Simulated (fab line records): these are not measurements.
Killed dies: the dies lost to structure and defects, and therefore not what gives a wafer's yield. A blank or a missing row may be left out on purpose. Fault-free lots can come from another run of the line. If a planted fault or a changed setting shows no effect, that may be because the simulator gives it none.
A struck lot beside a sound one    flow nand harc    14 steps out of a route of 1159
Sound: these wafers, L477.2, L477.4, L477.6. Struck: wafer L471.4; the same lot's L471.6 was not struck, so it is left out; see the end for the cause.
At each step with rows: each side's tool, then ch and its chambers, then its first start. Under that, the readings that differ: sound wafers    struck wafers    difference of the means    sigmas: that difference in standard deviations of wafers without a fault.
alike: words and numbers the same on both sides, and readings whose means are apart by under 2 such deviations; not compared: readings that were withheld, readings missing a value for some wafer, numbers with overlapping values and no deviation given by the record, and bounds like >300 which may hide the same value.
The two part at a step that has a row with sigmas, a row that says differs or no value, or rows on one side only. Numbers that don't overlap but have no deviation are shown without sigmas and don't part them. A reading that every wafer of one side lacks parts them only if that side has two wafers or more.

first, 1 step without rows for these wafers: NHARC_A_STAIRCASE_TRIM_12 (chemistry O2, time 211.2 s).
NHARC_A_STAIRCASE_ETCH_13: etches the open film in C4F8/O2, target depth 100 nm, time 40.5 s.
  sound: rie diel-13 ch 1,2,3; struck: rie diel-06 ch 2
reading             sound              struck  difference  sigmas
rf fwd power W (W)  588.5 593.8 593.3  596.5   +4.6        +2
  alike: oes product au, rf vpp V
  not compared: rf hours counter h
then, 1 step without rows for these wafers: NHARC_A_STAIRCASE_TRIM_14 (chemistry O2, time 211.2 s).
NHARC_A_STAIRCASE_ETCH_15: etches the open film in C4F8/O2, target depth 100 nm, time 40.5 s.
  sound: rie diel-13 ch 1,2,3; struck: rie diel-06 ch 1
  alike: oes product au, rf fwd power W, rf vpp V
  not compared: rf hours counter h
NHARC_A_STAIRCASE_TRIM_16: chemistry O2, time 211.2 s.
  sound: rie diel-13 ch 1,2,3; struck: rie diel-06 ch 3
  alike: drypump motor current A, oes product au, rf vpp V, showerhead plenum p Torr, throttle valve pct
  not compared: rf hours counter h
then, 3 steps without rows for these wafers: NHARC_A_STAIRCASE_ETCH_17 (etches the open film in C4F8/O2, target depth 100 nm, time 40.5 s); NHARC_A_STAIRCASE_TRIM_18 (chemistry O2, time 211.2 s); NHARC_A_STAIRCASE_ETCH_19 (etches the open film in C4F8/O2, target depth 100 nm, time 40.5 s).
NHARC_A_STAIRCASE_TRIM_20: chemistry O2, time 211.2 s.
  sound on rie diel-13 ch 0,2,3, day 14 11:31; struck on rie diel-01 ch 3, day 13 03:08
  alike: drypump motor current A, oes product au, rf vpp V, showerhead plenum p Torr, throttle valve pct
  not compared: rf hours counter h
then, 2 steps without rows for these wafers: NHARC_A_STAIRCASE_ETCH_21 (etches the open film in C4F8/O2, target depth 100 nm, time 40.5 s); NHARC_A_STAIRCASE_TRIM_22 (chemistry O2, time 211.2 s).
NHARC_A_STAIRCASE_ETCH_23: etches the open film in C4F8/O2, target depth 100 nm, time 40.5 s.
  sound on rie diel-13 ch 1,2,3, day 14 12:05; struck on rie diel-01 ch 3, day 13 03:29
reading                sound              struck  difference  sigmas
oes product au (a.u.)  0.932 0.919 0.939  1.165   +0.235      +17
  alike: rf fwd power W, rf vpp V
  not compared: rf hours counter h
NHARC_A_STAIRCASE_TRIM_24: chemistry O2, time 211.2 s.
  sound: rie diel-13 ch 1,3; struck: rie diel-01 ch 0
  alike: drypump motor current A, oes product au, rf vpp V, showerhead plenum p Torr, throttle valve pct
  not compared: rf hours counter h
-- record jumps: 11 days between struck wafers' starts before vs after; left off in module A_STAIRCASE, resumes in module END, first step shown is number 1159 of the route --
NHARC_END_SORT_01:
  here the record holds rows for the struck wafers (prober-02 ch 0, day 24 02:47) but none for the sound ones

== WHERE THEY PART ==
Earliest at NHARC_A_STAIRCASE_ETCH_13; latest, in this record, at NHARC_END_SORT_01.

WHY: the cause the simulator had injected
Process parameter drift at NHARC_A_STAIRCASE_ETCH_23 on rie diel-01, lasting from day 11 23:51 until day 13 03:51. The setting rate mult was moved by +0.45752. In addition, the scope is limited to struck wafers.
